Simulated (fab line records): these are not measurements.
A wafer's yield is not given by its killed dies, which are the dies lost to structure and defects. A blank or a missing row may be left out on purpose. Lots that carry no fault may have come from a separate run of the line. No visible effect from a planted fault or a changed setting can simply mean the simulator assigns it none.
Lot-split experiment	flow n5-finfet	route with 1938 steps; 7 lots, 21 wafers read

== ABOUT THE SPLIT ==
At N5_ZERO_LAYER_PECVD_02 (deposits SiO2 from SiH4/N2O, target thk 10 nm, time 6 s), the setting time-s was moved away from the recipe's 6 s on 5 of the 21 wafers read, by -7.1% to +12.5%. All remaining wafers had this setting at the recipe value.

The split's own step is where the reading is taken.

== THE READING ==
SiO2_of_ZERO_LAYER_PECVD_02.thk-nm (the simulator's own value, which no gauge read), in nm, at N5_ZERO_LAYER_PECVD_02 (deposits SiO2 from SiH4/N2O, target thk 10 nm, time 6 s). The file gives no usual value for it. Here, 16 wafers ran the recipe; their average is 10.021 nm with a standard deviation of 0.16 nm.

wafer	tool, chamber at the split	time-s as run, s	against the recipe	SiO2_of_ZERO_LAYER_PECVD_02.thk-nm, nm	against lot-mates on the recipe
L074.2	pecvd-01, 2	6	recipe	10.02	-
L074.3	pecvd-01, 0	6	recipe	10.13	-
L074.5	pecvd-01, 0	6	recipe	10.16	-
L076.3	pecvd-02, 0	6	recipe	10.17	-
L076.4	pecvd-02, 0	6.751	+12.5%	11.49	+1.320
L076.6	pecvd-02, 2	6.751	+12.5%	11.3	+1.130
L080.2	pecvd-02, 1	6	recipe	9.858	-
L080.4	pecvd-02, 0	6	recipe	10.06	-
L080.6	pecvd-02, 2	6	recipe	9.997	-
L082.1	pecvd-01, 2	5.66	-5.7%	9.464	-0.489
L082.2	pecvd-01, 1	6	recipe	9.953	-
L082.5	pecvd-01, 0	5.66	-5.7%	9.787	-0.166
L083.2	pecvd-02, 2	6	recipe	9.762	-
L083.4	pecvd-02, 1	6	recipe	9.97	-
L083.6	pecvd-02, 0	5.577	-7.1%	9.118	-0.748
L087.2	pecvd-02, 1	6	recipe	9.845	-
L087.4	pecvd-02, 0	6	recipe	9.87	-
L087.6	pecvd-02, 1	6	recipe	9.84	-
L089.3	pecvd-04, 2	6	recipe	10.17	-
L089.4	pecvd-04, 2	6	recipe	10.21	-
L089.5	pecvd-04, 0	6	recipe	10.32	-

FIT RESULTS
A straight line over all 21 wafers: SiO2_of_ZERO_LAYER_PECVD_02.thk-nm changes by +0.106 nm for each +1% of time-s; r = +0.95; the points scatter about the line by 0.17 nm.
The same after taking each lot's own level away (the mean of its wafers on the recipe; 21 wafers): +0.0925 nm for each +1%; r = +0.97; scatter 0.11 nm.
The reading moves by 1.2 nm for the largest change in time-s, on that fit.
Measured against the standard deviation above, the lots' own levels, which go from 9.8517 to 10.2333 nm, span 2.4 times it.
Hence the slope depends on the lot-to-lot level, as the two fits are not the same.
Check: +1.08 nm against its lot-mates is what the line predicts for one of the wafers moved furthest among these (+12.5%) when that wafer is left out of the fit. It came out at +1.32 nm against them.

== FILE'S OWN FIT ==
SiO2_of_ZERO_LAYER_PECVD_02.thk-nm changes by +0.094 nm for each +1% of time-s, r = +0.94.
